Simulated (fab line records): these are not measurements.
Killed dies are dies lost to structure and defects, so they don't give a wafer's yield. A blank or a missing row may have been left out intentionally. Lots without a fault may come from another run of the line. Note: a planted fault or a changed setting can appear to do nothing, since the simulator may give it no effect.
Matching of chambers | flow n5-finfet | N5_PMOS_HMC_CHANNEL_EPI_STRIP_33 on rie-diel-02: 4 sister chambers
The step strips in N2/H2. 22 wafers are shown with their chamber, then 11 later ones without.

## WAFERS, EACH WITH ITS CHAMBER
wafer  | chamber | drypump-motor-current-A (A) | showerhead-plenum-p-Torr (Torr) | throttle-valve-pct (%)
L076.1 | 0       | 6.6                         | 3.20                            | 19.2
L076.3 | 2       | 5.2                         | 3.45                            | 19.3
L076.6 | 3       | 5.9                         | 3.46                            | 19.3
L079.3 | 3       | 5.9                         | 3.45                            | 19.3
L079.4 | 0       | 6.5                         | 3.20                            | 19.2
L079.6 | 0       | 6.5                         | 3.20                            | 19.3
L080.1 | 1       | 5.9                         | 3.38                            | 19.5
L080.3 | 1       | 5.9                         | 3.38                            | 19.5
L080.6 | 3       | 5.9                         | 3.45                            | 19.3
L081.2 | 0       | 6.6                         | 3.20                            | 19.3
L081.3 | 1       | 5.9                         | 3.38                            | 19.6
L081.5 | 1       | 5.9                         | 3.38                            | 19.5
L082.1 | 1       | 5.9                         | 3.38                            | 19.5
L082.2 | 2       | 5.2                         | 3.45                            | 19.3
L082.4 | 2       | 5.2                         | 3.44                            | 19.4
L084.1 | 1       | 5.9                         | 3.38                            | 19.6
L084.2 | 3       | 5.9                         | 3.45                            | 18.8
L084.6 | 3       | 5.9                         | 3.45                            | 18.8
L085.2 | 0       | 6.5                         | 3.19                            | 19.3
L085.3 | 1       | 5.9                         | 3.37                            | 19.5
L085.6 | 1       | 5.9                         | 3.37                            | 19.5
L086.1 | 1       | 5.9                         | 3.37                            | 19.5

SIGNATURES (averages over the wafers above)
reading                  | chamber 0 | chamber 1 | chamber 2 | chamber 3 | scatter within a chamber
drypump-motor-current-A  | 6.540     | 5.900     | 5.200     | 5.900     | 0.0258
showerhead-plenum-p-Torr | 3.1980    | 3.3767    | 3.4467    | 3.4520    | 0.00487
throttle-valve-pct       | 19.260    | 19.522    | 19.333    | 19.100    | 0.136
Rule: for each reading, subtract the chamber's mean from the wafer's reading, divide by that reading's scatter and square the result; add these up over the readings and take the root, which gives the wafer's distance from the chamber. If the next closest chamber is less than 2 further off than the closest, the wafer can't be placed; otherwise it belongs to the closest. How the scatter is found: for the shown wafers, subtract from each reading the mean of its chamber, square and add these, divide the total by (wafers less chambers), then take the root.

## WAFERS MISSING THEIR CHAMBER
wafer  | drypump-motor-current-A (A) | showerhead-plenum-p-Torr (Torr) | throttle-valve-pct (%)
L086.3 | 5.9                         | 3.45                            | 18.9
L086.6 | 6.5                         | 3.19                            | 19.3
L087.1 | 6.5                         | 3.19                            | 19.3
L087.3 | 5.9                         | 3.44                            | 18.8
L087.6 | 5.9                         | 3.44                            | 18.8
L089.2 | 5.9                         | 3.44                            | 18.8
L089.3 | 5.9                         | 3.37                            | 19.5
L089.4 | 6.6                         | 3.19                            | 19.3
L094.1 | 5.9                         | 3.44                            | 18.9
L094.2 | 6.6                         | 3.18                            | 19.3
L094.5 | 5.9                         | 3.37                            | 19.6

## WHICH CHAMBER EACH ONE RAN IN
wafer  | from the rows above | in truth
L086.3 | 3                   | 3
L086.6 | 0                   | 0
L087.1 | 0                   | 0
L087.3 | 3                   | 3
L087.6 | 3                   | 3
L089.2 | 3                   | 3
L089.3 | 1                   | 1
L089.4 | 0                   | 0
L094.1 | 3                   | 3
L094.2 | 0                   | 0
L094.5 | 1                   | 1
11 of 11 placed correctly. From these rows, 0 cannot be placed. 0 placed wrongly.
